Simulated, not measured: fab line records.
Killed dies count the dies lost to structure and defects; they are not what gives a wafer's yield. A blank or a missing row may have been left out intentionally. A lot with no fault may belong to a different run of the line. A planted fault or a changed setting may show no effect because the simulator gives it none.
fab line records -- flow n5-finfet
[record] lots = 7, wafers = 21, last-day = 18
route steps=1938 shown BEOL_M0_SAQP@664 BEOL_M4@1111 PASSIVATION@1936
lots that met no fault: from a run of the same line without faults
start-h: start of the lot's first displayed wafer, in hours after the record's first day -- wait-h: hours since the lot's step before -- " as in the row above -- L1.1+2: one row covering several wafers at once -- - no value, or no start given -- * or withheld: withheld -- < > ~ a bound
route shown NAME@n: a module of which the file shows steps, and the number in the route of the first -- usual: mean/standard deviation of fault-free wafers -- same: alike in all rows -- chamber/n: place in a boat -- sites: readings site by site -- _std_site: their standard deviation -- _edge_site: the outer-site mean with the inner-site mean subtracted -- radius-mm: how far each site lies from the wafer's centre -- mask NAME#n: copy n -- behind: the most recent tool/chamber to have shaped the wafer -- hold: cause of the lot's hold/its duration in hours/its outcome -- device: the n, p or np transistor that did not switch -- end of line: tests of these same wafers at the route's end -- for a step that has no rows: nothing shown but its recipe -- killed: dies that structure and defects cost at the first sort, which is not the same as the wafer's yield -- map: shows each die of a wafer: x if killed, . if not, _ if none is there
set.NAME: the setting the step ran with; set.NAME@STEP: the setting that earlier step ran with -- model.NAME: the simulator's own value behind a step, which no gauge read
one table for each step of the route and one row for each wafer, over a sample of lots
services: when a tool's chamber went out of use (start-h, in hours from the record's first day, below 0 if earlier), for how many hours, and the reason
[[steps]]
[step N5_BEOL_M0_SAQP_SPACER1_ETCHBACK_99]
[recipe] chemistry = CHF3/O2, mode = anisotropic-etchback, target = SiO2, target-depth-a = 154, time-s = 7.7, pressure-mtorr = 30, source-w = 650, bias-w = 170, Ar_flow_sccm = 200, CHF3_flow_sccm = 50, O2_flow_sccm = 5, ion-energy-ev = 200
[usual] bias-w = 170.0/0.51, drypump-motor-current-A = 5.6/0.44, mfc-ar-sccm = 200.1/0.62, oes-product-au = 0.79/0.084, rf-vpp-V = 524/5.7, showerhead-plenum-p-Torr = 2.42/0.087, throttle-valve-pct = 18.97/0.23
lot.wafer,tool,chamber,start-h,wait-h,bias-w,drypump-motor-current-A,mfc-ar-sccm,oes-product-au,rf-hours-counter-h,rf-vpp-V,showerhead-plenum-p-Torr,throttle-valve-pct
L349.1,rie-diel-04,2,114.69,0.3,170.2,5.8,200.3,0.71,207,522,2.49,19.14
L349.4,rie-diel-04,0,114.69,0.3,169.8,5.8,200.1,0.69,-,535,2.48,19.09
L349.5,rie-diel-04,2,114.69,0.3,170.1,5.8,199.7,0.70,-,522,2.49,19.12
L351.2,rie-diel-03,2,129.82,0.3,169.8,5.4,200.9,0.85,69,519,2.54,19.15
L351.5,rie-diel-03,1,129.82,0.3,169.3,5.9,199.3,0.90,-,521,2.46,18.77
L351.6,rie-diel-03,0,129.82,0.3,170.1,5.2,199.8,0.72,-,515,2.29,19.15
L356.1,rie-diel-04,3,160.74,0.3,169.8,6.5,199.9,0.71,208,517,2.30,18.99
L356.4,rie-diel-04,2,160.74,0.3,170.0,5.8,200.3,0.50,220,523,2.48,19.08
L356.5,rie-diel-04,2,160.74,0.3,170.3,5.8,199.5,0.50,-,522,2.48,19.09
L361.1,rie-diel-03,0,184.23,0.3,169.6,5.2,199.7,0.70,237,514,2.29,19.19
L361.3,rie-diel-03,1,184.23,0.3,169.8,5.9,199.5,0.88,42,521,2.45,18.80
L361.5,rie-diel-03,0,184.23,0.3,169.8,5.2,200.4,0.70,-,515,2.29,19.19
L362.2,rie-diel-03,0,201.18,0.3,169.4,5.2,200.0,0.70,243,515,2.29,19.20
L362.3,rie-diel-03,2,201.18,0.3,170.8,5.4,200.4,0.82,88,520,2.53,19.16
L362.5,rie-diel-03,0,201.18,0.3,170.0,5.3,199.6,0.70,-,515,2.29,19.21
L369.3,rie-diel-03,1,239.24,0.3,169.6,5.9,200.0,0.85,64,521,2.44,18.83
L369.4,rie-diel-03,2,239.24,0.3,170.0,5.4,199.9,0.81,-,518,2.52,19.17
L369.5,rie-diel-03,1,239.24,0.3,169.6,5.9,199.4,0.83,-,521,2.44,18.83
L370.3,rie-diel-04,3,256.57,0.3,170.6,6.5,200.1,0.70,224,520,2.29,19.03
L370.4,rie-diel-04,1,256.57,0.3,170.9,5.7,201.0,0.80,-,528,2.33,18.56
L370.5,rie-diel-04,2,256.57,0.3,170.5,5.8,200.3,0.68,-,522,2.47,19.19
[step N5_BEOL_M0_SAQP_MANDREL1_REMOVE_100]
[recipe] chemistry = HBr/Cl2/O2, bt-time-s = 10, target = a-Si, stop-on = SiNx, endpoint = OES-SiCl, over-etch-frac = 0.85, icp-w = 600, bias-w = 30, HBr_flow_sccm = 150, Cl2_flow_sccm = 80, O2_flow_sccm = 5, pressure-mtorr = 10
[usual] bias-w = 30.00/0.091, drypump-motor-current-A = 5.7/0.32, oes-product-au = 1.001/0.012, throttle-valve-pct = 36.74/0.28
lot.wafer,tool,chamber,start-h,wait-h,bias-w,drypump-motor-current-A,oes-product-au,rf-hours-counter-h,throttle-valve-pct
L349.1,rie-si-02,2,114.78,0.1,29.93,5.5,0.997,121,37.11
L349.4,rie-si-02,1,114.78,0.1,29.84,5.5,1.002,87,36.56
L349.5,rie-si-02,2,114.78,0.1,29.99,5.5,0.999,-,37.10
L351.2,rie-si-04,2,129.90,0.1,29.94,5.4,0.989,8,36.87
L351.5,rie-si-04,1,129.90,0.1,30.07,4.9,0.988,-,36.81
L351.6,rie-si-04,2,129.90,0.1,29.86,5.4,0.991,-,36.85
L356.1,rie-si-04,2,160.82,0.1,29.95,5.4,0.988,8,36.85
L356.4,rie-si-04,3,160.82,0.1,30.00,5.7,0.407,122,36.78
L356.5,rie-si-04,3,160.82,0.1,30.09,5.7,0.407,-,36.79
L361.1,rie-si-02,3,184.31,0.1,29.92,5.9,1.007,36,36.35
L361.3,rie-si-02,0,184.31,0.1,29.96,6.4,1.007,26,36.45
L361.5,rie-si-02,2,184.31,0.1,29.87,5.5,0.997,-,37.11
L362.2,rie-si-06,3,201.27,0.1,29.98,5.5,0.985,122,37.00
L362.3,rie-si-06,1,201.27,0.1,30.01,5.6,1.004,5,36.40
L362.5,rie-si-06,1,201.27,0.1,29.90,5.6,1.009,-,36.40
L369.3,rie-si-02,0,239.32,0.1,30.03,6.4,1.014,27,36.46
L369.4,rie-si-02,1,239.32,0.1,30.16,5.5,0.999,89,36.57
L369.5,rie-si-02,2,239.32,0.1,30.07,5.5,1.008,-,37.10
L370.3,rie-si-02,2,256.66,0.1,29.91,5.6,0.997,124,37.09
L370.4,rie-si-02,0,256.66,0.1,30.11,6.4,1.003,27,36.45
L370.5,rie-si-02,2,256.66,0.1,29.79,5.6,0.999,-,37.10
[step N5_BEOL_M0_SAQP_CD_MEAS_25]
[recipe] target-cd-nm = 13.1, landing-energy-ev = 1000, detector = se-inlens
[usual] cd-nm = 12.77/0.22
lot.wafer,tool,chamber,start-h,wait-h,cd-nm
L349.1,cd-sem-03,0,114.88,0.1,12.50
L349.4,cd-sem-03,0,114.88,0.1,12.91
L349.5,cd-sem-03,0,114.88,0.1,12.83
L351.2,cd-sem-02,0,130.01,0.1,12.77
L351.5,cd-sem-02,0,130.01,0.1,13.03
L351.6,cd-sem-02,0,130.01,0.1,12.70
L356.1,cd-sem-02,0,160.93,0.1,12.60
L356.4,cd-sem-02,0,160.93,0.1,-
L356.5,cd-sem-02,0,160.93,0.1,-
L361.1,cd-sem-01,0,184.42,0.1,12.79
L361.3,cd-sem-01,0,184.42,0.1,12.72
L361.5,cd-sem-01,0,184.42,0.1,12.73
L362.2,cd-sem-01,0,201.38,0.1,12.53
L362.3,cd-sem-01,0,201.38,0.1,12.44
L362.5,cd-sem-01,0,201.38,0.1,12.46
L369.3,cd-sem-01,0,239.44,0.1,12.82
L369.4,cd-sem-01,0,239.44,0.1,12.79
L369.5,cd-sem-01,0,239.44,0.1,12.65
L370.3,cd-sem-03,0,256.77,0.1,12.36
L370.4,cd-sem-03,0,256.77,0.1,12.74
L370.5,cd-sem-03,0,256.77,0.1,12.75
[step N5_BEOL_M0_SAQP_ETCH_102]
[recipe] chemistry = CF4, target = SiO2, target-depth-a = 40, ion-energy-ev = 350, time-s = 4.4, pressure-mtorr = 10, icp-w = 800, bias-w = 400, cf4-flow-sccm = 80
[usual] bias-w = 400.1/1.2, drypump-motor-current-A = 5.6/0.32, oes-product-au = 0.996/0.016, throttle-valve-pct = 21.83/0.24
lot.wafer,tool,chamber,start-h,wait-h,bias-w,drypump-motor-current-A,oes-product-au,rf-hours-counter-h,throttle-valve-pct
L349.1,rie-si-06,1,115.03,0.1,400.9,5.6,1.017,3,21.52
L349.4,rie-si-06,3,115.03,0.1,400.2,5.5,0.993,120,21.98
L349.5,rie-si-06,0,115.03,0.1,398.9,6.0,0.991,-,21.85
L351.2,rie-si-04,2,130.22,0.1,399.5,5.4,1.000,8,21.94
L351.5,rie-si-04,2,130.22,0.1,400.5,5.4,0.995,-,21.92
L351.6,rie-si-04,3,130.22,0.1,398.2,5.7,0.996,-,21.86
L356.1,rie-si-06,3,161.08,0.1,400.4,5.5,0.984,121,22.00
L356.4,rie-si-06,0,161.08,0.1,402.3,5.9,0.993,190,21.84
L356.5,rie-si-06,2,161.08,0.1,400.5,5.5,1.020,-,22.02
L361.1,rie-si-04,3,184.57,0.1,400.7,5.7,0.998,122,21.86
L361.3,rie-si-04,0,184.57,0.1,403.3,5.7,0.992,160,22.25
L361.5,rie-si-04,2,184.57,0.1,401.1,5.4,1.001,-,21.93
L362.2,rie-si-02,1,201.58,0.1,400.3,5.5,1.009,88,21.64
L362.3,rie-si-02,0,201.58,0.1,399.7,6.3,1.005,26,21.61
L362.5,rie-si-02,1,201.58,0.1,400.3,5.5,0.989,-,21.65
L369.3,rie-si-04,1,239.58,0.1,403.6,4.9,0.961,147,21.72
L369.4,rie-si-04,3,239.58,0.1,398.9,5.7,0.977,123,21.84
L369.5,rie-si-04,3,239.58,0.1,397.8,5.7,0.981,-,21.85
L370.3,rie-si-06,3,256.91,0.1,399.8,5.5,0.983,123,21.98
L370.4,rie-si-06,1,256.91,0.1,400.3,5.6,1.020,6,21.52
L370.5,rie-si-06,1,256.91,0.1,400.1,5.6,1.018,-,21.49
[step N5_BEOL_M0_SAQP_ETCH_106]
[recipe] chemistry = N2/H2, target = SOC, target-depth-a = 1500, stop-on = SiNx, ion-energy-ev = 100, bias-w = 61, pressure-mtorr = 30, source-w = 850, n2-flow-sccm = 200, h2-flow-sccm = 200
[usual] bias-w = 60.99/0.19, drypump-motor-current-A = 5.6/0.45, oes-product-au = 0.79/0.083, rf-vpp-V = 241.0/1.5, showerhead-plenum-p-Torr = 2.56/0.099, throttle-valve-pct = 17.83/0.21
lot.wafer,tool,chamber,start-h,wait-h,bias-w,drypump-motor-current-A,oes-product-au,rf-hours-counter-h,rf-vpp-V,showerhead-plenum-p-Torr,throttle-valve-pct
L349.1,rie-diel-04,3,115.71,-,60.82,6.5,0.72,197,238.5,2.42,17.85
L349.4,rie-diel-04,0,115.71,-,60.66,5.8,0.68,-,241.9,2.62,17.96
L349.5,rie-diel-04,3,115.71,-,61.11,6.5,0.72,-,239.5,2.42,17.86
L351.2,rie-diel-03,2,130.79,-,61.22,5.4,0.84,69,243.2,2.68,18.03
L351.5,rie-diel-03,3,130.79,-,61.40,4.7,0.87,-,240.5,2.49,17.92
L351.6,rie-diel-03,2,130.79,-,60.78,5.4,0.84,-,241.8,2.68,18.02
L356.1,rie-diel-04,3,161.64,-,61.15,6.4,0.71,208,237.2,2.41,17.86
L356.4,rie-diel-04,1,161.64,-,60.92,5.7,0.83,64,240.6,2.48,17.54
L356.5,rie-diel-04,2,161.64,-,61.01,5.8,0.68,-,240.6,2.61,17.98
L361.1,rie-diel-01,1,185.13,-,61.02,6.0,0.86,32,243.4,2.70,17.31
L361.3,rie-diel-01,0,185.13,-,61.50,5.1,0.85,47,242.9,2.70,17.88
L361.5,rie-diel-01,2,185.13,-,60.92,5.6,0.68,-,241.4,2.51,18.06
L362.2,rie-diel-04,1,202.14,-,61.10,5.7,0.81,79,239.2,2.47,17.56
L362.3,rie-diel-04,2,202.14,-,61.12,5.8,0.68,236,240.7,2.60,18.00
L362.5,rie-diel-04,0,202.14,-,61.06,5.8,0.66,-,241.1,2.61,18.01
L369.3,rie-diel-03,2,240.15,-,60.92,5.4,0.80,104,242.7,2.67,18.10
L369.4,rie-diel-03,1,240.15,-,60.95,5.9,0.83,64,242.7,2.57,17.71
L369.5,rie-diel-03,2,240.15,-,61.16,5.4,0.80,-,242.5,2.67,18.10
L370.3,rie-diel-04,2,257.58,-,61.04,5.8,0.67,250,242.3,2.60,18.03
L370.4,rie-diel-04,2,257.58,-,61.07,5.7,0.66,-,241.7,2.60,18.01
L370.5,rie-diel-04,3,257.58,-,60.88,6.5,0.70,-,236.9,2.41,17.90
[step N5_BEOL_M0_SAQP_ETCH_107]
[recipe] chemistry = CH3F/O2, target = SiNx, target-depth-a = 300, mask-material = SOC, pressure-mtorr = 30, source-w = 395, bias-w = 73, Ar_flow_sccm = 150, CH3F_flow_sccm = 30, O2_flow_sccm = 20, ion-energy-ev = 120
[usual] bias-w = 72.99/0.22, drypump-motor-current-A = 5.6/0.45, mfc-ar-sccm = 150.0/0.46, oes-product-au = 0.80/0.086, rf-vpp-V = 298/3.4, showerhead-plenum-p-Torr = 2.02/0.077, throttle-valve-pct = 16.39/0.24
lot.wafer,tool,chamber,start-h,wait-h,bias-w,drypump-motor-current-A,mfc-ar-sccm,oes-product-au,rf-hours-counter-h,rf-vpp-V,showerhead-plenum-p-Torr,throttle-valve-pct
L349.1,rie-diel-04,3,115.77,0.0,73.45,6.4,150.1,0.72,198,293,1.91,16.48
L349.4,rie-diel-04,0,115.77,0.0,72.61,5.8,149.2,0.70,-,305,2.07,16.58
L349.5,rie-diel-04,3,115.77,0.0,73.32,6.5,149.9,0.72,-,294,1.91,16.46
L351.2,rie-diel-03,2,130.85,0.0,73.11,5.4,149.8,0.85,69,296,2.11,16.55
L351.5,rie-diel-03,3,130.85,0.0,72.93,4.7,151.0,0.89,-,297,1.95,16.47
L351.6,rie-diel-03,2,130.85,0.0,72.64,5.4,150.6,0.85,-,294,2.11,16.55
L356.1,rie-diel-04,3,161.70,0.0,72.91,6.5,149.6,0.71,208,295,1.91,16.49
L356.4,rie-diel-04,1,161.70,0.0,72.92,5.7,150.0,0.85,64,301,1.94,15.99
L356.5,rie-diel-04,2,161.70,0.0,72.65,5.8,150.5,0.70,-,298,2.06,16.64
L361.1,rie-diel-01,1,185.19,0.0,73.26,6.0,150.1,0.87,32,302,2.12,15.87
L361.3,rie-diel-01,0,185.19,0.0,72.62,5.1,150.0,0.87,47,297,2.12,16.30
L361.5,rie-diel-01,2,185.19,0.0,73.00,5.5,150.6,0.69,-,295,1.98,16.59
L362.2,rie-diel-04,1,202.20,0.0,73.31,5.7,149.7,0.83,79,300,1.94,16.02
L362.3,rie-diel-04,2,202.20,0.0,72.70,5.8,150.5,0.68,236,295,2.06,16.65
L362.5,rie-diel-04,0,202.20,0.0,72.90,5.8,149.4,0.68,-,306,2.05,16.63
L369.3,rie-diel-03,2,240.21,0.0,73.01,5.4,150.3,0.81,104,295,2.10,16.60
L369.4,rie-diel-03,1,240.21,0.0,73.42,5.9,149.8,0.84,64,296,2.03,16.26
L369.5,rie-diel-03,2,240.21,0.0,73.05,5.4,150.2,0.81,-,295,2.10,16.63
L370.3,rie-diel-04,2,257.64,0.0,72.99,5.8,150.3,0.68,250,296,2.05,16.66
L370.4,rie-diel-04,2,257.64,0.0,72.89,5.8,150.9,0.68,-,296,2.05,16.67
L370.5,rie-diel-04,3,257.64,0.0,72.60,6.5,149.4,0.71,-,295,1.90,16.53
[step N5_BEOL_M4_RC_MEAS_101]
[usual] DIBL_N = 36.4/1.3, DIBL_P = 36.5/1.7, IOFF_N = 0.154/0.022, IOFF_P = 0.202/0.025, ION_N = 671/9.8, ION_P = 460/6.8, SS_N = 71.6/0.54, SS_P = 73.4/0.58, VT_N = 250.9/2.8, VT_P = -251.4/2.7
lot.wafer,tool,chamber,start-h,wait-h,DIBL_N[mV/V],DIBL_P[mV/V],IOFF_N[nA/um],IOFF_P[nA/um],ION_N[uA/um],ION_P[uA/um],SS_N[mV/dec],SS_P[mV/dec],VT_N[mV],VT_P[mV]
L349.1,prober-02,0,172.44,0.0,37.2,35.9,0.159,0.181,682,449,73.0,73.1,252.0,-252.2
L349.4,prober-02,0,172.44,0.0,34.8,33.7,0.124,0.161,668,458,71.3,73.1,255.4,-252.7
L349.5,prober-02,0,172.44,0.0,37.4,36.4,0.168,0.194,674,452,72.1,72.9,250.2,-252.2
L351.2,prober-02,0,182.20,0.2,39.3,38.5,0.174,0.185,669,447,72.4,74.5,252.2,-256.8
L351.5,prober-02,0,182.20,0.2,36.8,36.2,0.132,0.155,662,446,71.7,72.9,253.1,-256.9
L351.6,prober-02,0,182.20,0.2,35.7,34.4,0.116,0.142,657,444,71.4,73.5,258.6,-256.9
L356.1,prober-02,0,222.66,0.0,36.6,37.3,0.159,0.232,669,466,71.8,74.1,250.7,-248.4
L361.1,prober-02,0,230.72,0.0,36.2,36.7,0.164,0.205,681,464,71.7,72.6,250.9,-250.8
L361.3,prober-02,0,230.72,0.0,35.1,35.4,0.143,0.187,671,459,71.8,72.5,252.5,-251.6
L361.5,prober-02,0,230.72,0.0,34.2,33.9,0.132,0.176,671,458,71.3,72.5,251.3,-253.4
L362.2,prober-02,0,261.57,0.2,35.3,35.9,0.150,0.196,689,471,71.5,73.8,247.1,-252.5
L362.3,prober-02,0,261.57,0.2,36.9,37.8,0.181,0.220,689,467,72.5,73.8,248.2,-249.6
L362.5,prober-02,0,261.57,0.2,35.7,35.5,0.150,0.189,674,462,71.9,73.2,249.2,-251.8
L369.3,prober-02,0,287.61,0.3,38.7,40.7,0.203,0.250,671,462,73.0,74.1,248.8,-248.9
L369.4,prober-02,0,287.61,0.3,37.7,40.3,0.184,0.238,675,457,72.1,74.4,249.9,-249.7
L369.5,prober-02,0,287.61,0.3,38.3,41.4,0.213,0.267,679,461,72.4,73.9,248.1,-247.8
L370.3,prober-01,0,310.98,0.3,34.7,34.7,0.130,0.191,662,459,71.6,72.5,253.3,-251.2
L370.4,prober-01,0,310.98,0.3,35.0,35.3,0.134,0.199,679,466,70.6,72.7,251.0,-248.1
L370.5,prober-01,0,310.98,0.3,35.2,36.0,0.145,0.215,672,464,71.2,72.4,250.8,-249.1
[step N5_PASSIVATION_PROBE_49]
[usual] defect-limited-yield = 91.1/1.3, killed_at_M0_to_M3 = 34/10, killed_at_M4_up = 14/5.7, killed-at-contacts = 12/5.9, killed-at-front-end = 41/12, killed-at-other = 4/3.1, killed-dies = 105/15, killed-on-rim = 14/4.2, killed-open = 69/11, killed-short = 35/7.8, sort_bin_5_function = 5.3/0.81, sort_bin_6_memory = 3.3/0.75, sort-n-pass = 1075/15, sort-yield-pct = 91.1/1.3
[same] gross-dies = 1180, killed-at-back-side = 0, sort_bin_4_leakage[%] = 0, sort_bin_8_speed[%] = 0
lot.wafer,tool,chamber,start-h,wait-h,defect-limited-yield[%],killed_at_M0_to_M3,killed_at_M4_up,killed-at-contacts,killed-at-front-end,killed-at-other,killed-dies,killed-on-rim,killed-open,killed-short,sort_bin_5_function[%],sort_bin_6_memory[%],sort-n-pass,sort-yield-pct[%]
L356.1,prober-02,-,329.65,0.0,88.6,19,9,30,75,1,134,20,95,39,6.9,4.2,1046,88.6
L356.4,prober-02,-,329.80,0.2,2.5,1071,13,8,54,5,1151,152,73,35,93.9,3.5,29,2.5
L356.5,prober-02,-,329.85,0.2,4.0,1018,11,18,83,3,1133,150,113,49,90.8,5.1,47,4.0
// killed by level:class
L356.1 FIN_SAQP:geometric-particle:open=33 MOL_CONTACT_COAG:geometric-particle:open=27 FIN_SAQP:geometric-particle:short=21 STI_FIN_REVEAL:geometric-particle:open=6 BEOL_M3:geometric-particle:open=6 BEOL_M2:geometric-particle:open=4 DUMMY_GATE:geometric-particle:open=3 MOL_CONTACT_COAG:geometric-particle:short=3
L356.4 BEOL_M0_SAQP:area-etchback=1042 FIN_SAQP:geometric-particle:open=22 FIN_SAQP:geometric-particle:short=14 BEOL_M2:geometric-particle:open=11 BEOL_M3:geometric-particle:open=7 MOL_CONTACT_COAG:geometric-particle:open=6 BEOL_M4:geometric-particle:open=5 BEOL_M1:geometric-particle:open=4
L356.5 BEOL_M0_SAQP:area-etchback=971 FIN_SAQP:geometric-particle:open=35 MOL_CONTACT_COAG:geometric-particle:open=12 STI_FIN_REVEAL:geometric-particle:open=11 BEOL_M3:geometric-particle:open=11 BEOL_M2:geometric-particle:open=10 FIN_SAQP:geometric-particle:short=9 BEOL_M0_SAQP:geometric-particle:short=9
[[services]]
tool,chamber,start-h,hours,kind
rie-diel-01,0,102.36,22.0,repair
rie-diel-04,1,105.96,14.5,repair
rie-diel-04,3,120.72,9.8,repair
rie-si-04,-,133.87,0.3,repair
rie-si-06,3,134.24,2.9,repair
rie-diel-03,2,147.89,8.5,repair
rie-diel-04,-,150.63,0.2,repair
rie-diel-01,2,163.08,6.8,repair
rie-si-04,3,166.46,8.6,repair
rie-diel-04,0,179.56,5.8,repair
rie-si-04,1,183.93,3.2,repair
rie-diel-04,3,185.77,45.5,repair
rie-diel-03,0,219.55,-,clean
rie-diel-03,0,219.55,-,consumable-replace:focus-ring
rie-diel-03,0,219.55,-,consumable-replace:showerhead
rie-diel-03,0,219.55,19.9,scheduled-down
rie-diel-04,-,226.56,15.6,pm
rie-diel-04,0,242.16,-,clean
rie-diel-04,0,242.16,-,consumable-replace:focus-ring
rie-diel-04,0,242.16,16.1,scheduled-down
rie-diel-04,0,242.16,16.1,vent-cycle
rie-diel-04,1,246.44,6.6,repair
rie-si-06,3,246.77,5.2,repair
rie-diel-04,2,248.61,3.7,repair
[[key]]
[first-sign] step = N5_BEOL_M0_SAQP_SPACER1_ETCHBACK_99, reading = oes-product-au, direction = down, sigmas = 3.5, usual = 0.79, struck = 0.50
[effect] step = N5_BEOL_M0_SAQP_MANDREL1_REMOVE_100, reading = oes-product-au, direction = down, sigmas = 50, usual = 1.001, struck = 0.407
[effect] step = N5_BEOL_M0_SAQP_CD_MEAS_25, reading = cd-nm, direction = missing
[effect] step = N5_PASSIVATION_PROBE_49, reading = sort_bin_5_function, direction = up, sigmas = 99+, usual = 5.3, struck = 92.4
[more-kills-born-at] N5_BEOL_M0_SAQP_SPACER1_ETCHBACK_99@rie-diel-04 = 2013
met-at N5_BEOL_M0_SAQP_SPACER1_ETCHBACK_99
struck-lots L356
struck-wafers L356.4,L356.5
later-rows-left-out L356.4,L356.5
not-acting-at N5_BEOL_M0_SAQP_ETCH_102,N5_BEOL_M0_SAQP_ETCH_106,N5_BEOL_M0_SAQP_ETCH_107
onset-between 114.69 160.74
[fault] kind = process-parameter-drift, tool = rie-diel-04, chamber = 2, onset-h = 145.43, steps = N5_BEOL_M0_SAQP_SPACER1_ETCHBACK_99, channel = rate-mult, offset = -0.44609, shape = step, end-h = 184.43
// later-rows-left-out: the simulator's readings of these wafers behind a module that went badly wrong aren't trusted and aren't shown, but for the sort
